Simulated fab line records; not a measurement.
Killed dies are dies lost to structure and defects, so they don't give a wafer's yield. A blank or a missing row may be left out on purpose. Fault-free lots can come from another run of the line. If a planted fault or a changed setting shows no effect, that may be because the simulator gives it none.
A lot that was struck, set against a sound lot -- flow n5 finfet -- 35 out of 1938 route steps
Sound: the wafers L227.2, L227.4, L227.6. Struck: wafers L241.1, L241.2, L241.4. The cause comes at the end.
At each step with rows: each side's tool, then ch and its chambers, then its first start. Under that, the readings that differ: sound wafers -- struck wafers -- difference of the means -- sigmas: that difference in standard deviations of wafers without a fault.
alike: readings whose means differ by less than 2 such deviations, and words and numbers that are the same on both sides. not compared: withheld readings, readings that some wafer has no value for, bounds like >300 that may hide the same value, and numbers for which the record gives no deviation and whose values overlap.
The two part at a step that has a row with sigmas, a row that says differs or no value, or rows on one side only. Numbers that have no deviation but don't overlap get no sigmas and don't part them. A reading missing from all wafers of one side parts the sides only when that side holds two or more wafers.

first, 10 steps without rows for these wafers: N5_GATE_CUT_DESCUM_18 (chemistry O2, time 7 s); N5_GATE_CUT_ETCH_28 (etches underlayer in N2/H2, target depth 13 nm, time 10.4 s); N5_GATE_CUT_ETCH_36 (etches SiARC in CF4, target depth 13 nm, time 21.7 s); N5_GATE_CUT_ETCH_37 (etches SOC in N2/H2, target depth 60 nm, overetch 12 nm, time 90 s); N5_GATE_CUT_STRIP_38 (strips in N2/H2); N5_GATE_CUT_STRIP_39 (strips in N2/H2); N5_GATE_CUT_HM_OPEN_40 (chemistry C4F6/O2, target SiO2, target depth 139 nm, time 85.1 s); N5_GATE_CUT_STRIP_41 (strips in CF4); N5_GATE_CUT_STRIP_42 (strips in O2); N5_GATE_CUT_ETCH_19 (etches SiNx in CH3F/O2, target depth 53.7 nm, time 76.7 s).
N5_GATE_CUT_CUT_ETCH_53: etches W in SF6/Cl2, target depth 79.2 nm.
  sound on rie metal-01 ch 0,1, day 4 11:35; struck on rie metal-03 ch 1, day 7 23:14
reading,sound,struck,difference,sigmas
oes product au (a.u.),0.53 0.53 0.61,0.79 0.78 0.80,+0.23,+2
throttle valve pct (%),28.86 28.86 28.86,29.22 29.23 29.22,+0.36,+2
  alike: drypump motor current A, etch rf on time s
  not compared: rf hours counter h
then, 23 steps without rows for these wafers: N5_GATE_CUT_CUT_ETCH_54 (etches TiN in Cl2/BCl3, target depth 96.7 nm); N5_GATE_CUT_CUT_ETCH_55 (etches HfO2 in BCl3, target depth 3.2 nm); N5_GATE_CUT_ETCH_47 (etches SiO2 in Cl2/BCl3, target depth 10 nm); N5_GATE_CUT_VAPOR_ETCH_48 (etches TiN in BCl3/Cl2); N5_GATE_CUT_VAPOR_ETCH_49 (etches TiAlC in BCl3/Cl2); N5_GATE_CUT_VAPOR_ETCH_51 (etches HfO2 in BCl3/Cl2); N5_GATE_CUT_STRIP_21 (strips in N2/H2, time 30 s); N5_GATE_CUT_STRIP_29 (strips in post etch residue remover, time 60 s); N5_GATE_CUT_SRD_52 (time 30 s); N5_GATE_CUT_ALD_22 (deposits SiNx, target thk 16 nm, pulse time 1 s, ald cycles 320); N5_GATE_CUT_CMP_23 (polishes, stops on SiO2, t overpolish 23.4 s, target thk 16 nm); N5_GATE_CUT_CMP_43 (polishes SiO2); N5_GATE_CUT_CMP_61 (polishes, stops on SiNx, t overpolish 3 s); N5_MOL_CONTACT_COAG_COAT_103 (time 60 s, resist thk 80 nm); N5_MOL_CONTACT_COAG_COAT_104 (time 60 s, resist thk 12 nm); N5_MOL_CONTACT_COAG_COAT_58 (time 60 s, resist thk 10 nm); N5_MOL_CONTACT_COAG_COAT_02 (resist thk 30 nm); N5_MOL_CONTACT_COAG_EBR_04; N5_MOL_CONTACT_COAG_SOFTBAKE_03 (time 60 s); N5_MOL_CONTACT_COAG_EXPOSE_05 (exposes mask CA, defocus 0 nm); N5_MOL_CONTACT_COAG_PEB_06 (peb time 60 s); N5_MOL_CONTACT_COAG_DEVELOP_07 (develop time 30 s); N5_MOL_CONTACT_COAG_DESCUM_13 (chemistry O2, time 7 s).
-- a jump in the record: the struck wafers' starts before and after are 11 days apart (it breaks off in module MOL_CONTACT_COAG and resumes in module PASSIVATION, where the first step shown is number 1936 of the route) --
N5_PASSIVATION_PROBE_49:
  sound: prober-02 at day 15 01:40; struck: prober-02 at day 18 21:32
reading,sound,struck,difference,sigmas
defect limited yield (%),90.8 89.2 91.1,81.8 81.7 80.3,-9.1,-6
killed at contacts,13 36 15,6 5 17,-12,-2
killed at front end,46 49 45,171 179 171,+127,+10
killed dies,108 128 105,215 216 232,+107,+6
sort_bin_5_function (%),5.1 6.9 6.6,10.8 11.4 12.1,+5.2,+6
sort n pass,1072 1052 1075,965 964 948,-107,-6
sort yield pct (%),90.8 89.2 91.1,81.8 81.7 80.3,-9.1,-6
  alike: killed_at_M0_to_M3, killed_at_M4_up, killed at other, killed open, killed short, sort_bin_6_memory

## WHERE THEY PART
Earliest at N5_GATE_CUT_CUT_ETCH_53; latest, in this record, at N5_PASSIVATION_PROBE_49.

WHY: the cause the simulator had injected
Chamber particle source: rie metal-03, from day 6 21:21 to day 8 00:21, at N5_GATE_CUT_CUT_ETCH_53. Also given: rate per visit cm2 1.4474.
